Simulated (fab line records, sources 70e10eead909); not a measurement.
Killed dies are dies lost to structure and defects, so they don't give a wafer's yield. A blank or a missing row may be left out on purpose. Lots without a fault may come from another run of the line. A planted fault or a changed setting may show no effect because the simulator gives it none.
Tool commonality check | flow nand_harc | 2 lots, 6 wafers sampled

WHY IT WAS OPENED
At NHARC_END_SORT_01 the reading killed_at_array is flagged on 2 of 2 lots. Wafers without a fault read 26, standard deviation 11.
Rule: a lot is flagged when every wafer of it that has a number lies more than 4 standard deviations from that mean, or none has a number. The other lots count as sound.

lot  | measured     | on        | killed_at_array, wafer by wafer | flag
L885 | day 22 09:58 | prober-02 | 673 674 671                     | FLAGGED
L888 | day 23 16:25 | prober-01 | 673 674 673                     | FLAGGED
The numbers of the flagged lots are 673 on average: +647 against the usual, or +59 standard deviations.

WHICH TOOL RAN EACH LOT
The record holds 3 process steps before the reading, out of a route of 1159 steps. In each cell: the tool, then ch and the chambers that the sampled wafers went through, then the start.
lot  | flag    | NHARC_A_CHANNEL_HOLE_D1_DEP_00 | NHARC_A_CHANNEL_HOLE_D1_DESCUM_15 | NHARC_A_CHANNEL_HOLE_D1_ETCH_16
L885 | FLAGGED | acl_dep-01 ch 0, day 8 08:32   | rie_diel-07 ch 0,1,2, day 8 14:43 | rie_diel-07 ch 0,3, day 22 09:58 or earlier
L888 | FLAGGED | acl_dep-02 ch 0, day 9 03:58   | rie_diel-11 ch 0,1,3, day 9 10:21 | rie_diel-11 ch 2,3, day 23 16:25 or earlier
What these steps do:
- NHARC_A_CHANNEL_HOLE_D1_DEP_00: deposits aC, target thk 3100 nm.
- NHARC_A_CHANNEL_HOLE_D1_DESCUM_15: chemistry O2, time 3 s.
- NHARC_A_CHANNEL_HOLE_D1_ETCH_16: etches the open film in O2/COS, target depth 3100 nm, time 806 s.
- NHARC_END_SORT_01

FLAGGED OVER TOTAL, TOOL BY TOOL (the gauges that took the reading come last)
step                              | tool        | lots run | flagged | share of the flagged lots | sound lots run after its first flagged lot
NHARC_A_CHANNEL_HOLE_D1_DEP_00    | acl_dep-01  | 1        | 1       | some                      | 0
NHARC_A_CHANNEL_HOLE_D1_DEP_00    | acl_dep-02  | 1        | 1       | some                      | 0
NHARC_A_CHANNEL_HOLE_D1_DESCUM_15 | rie_diel-07 | 1        | 1       | some                      | 0
NHARC_A_CHANNEL_HOLE_D1_DESCUM_15 | rie_diel-11 | 1        | 1       | some                      | 0
NHARC_A_CHANNEL_HOLE_D1_ETCH_16   | rie_diel-07 | 1        | 1       | some                      | 0
NHARC_A_CHANNEL_HOLE_D1_ETCH_16   | rie_diel-11 | 1        | 1       | some                      | 0
NHARC_END_SORT_01                 | prober-01   | 1        | 1       | some                      | 0
NHARC_END_SORT_01                 | prober-02   | 1        | 1       | some                      | 0
NHARC_A_CHANNEL_HOLE_D1_ETCH_16 gives no start for some lots, so the hours and the order of its lots are those of NHARC_END_SORT_01.

WHAT THE TABLE ALLOWS
No row of the table ran every flagged lot.

WHAT THE SIMULATOR HAD PUT IN
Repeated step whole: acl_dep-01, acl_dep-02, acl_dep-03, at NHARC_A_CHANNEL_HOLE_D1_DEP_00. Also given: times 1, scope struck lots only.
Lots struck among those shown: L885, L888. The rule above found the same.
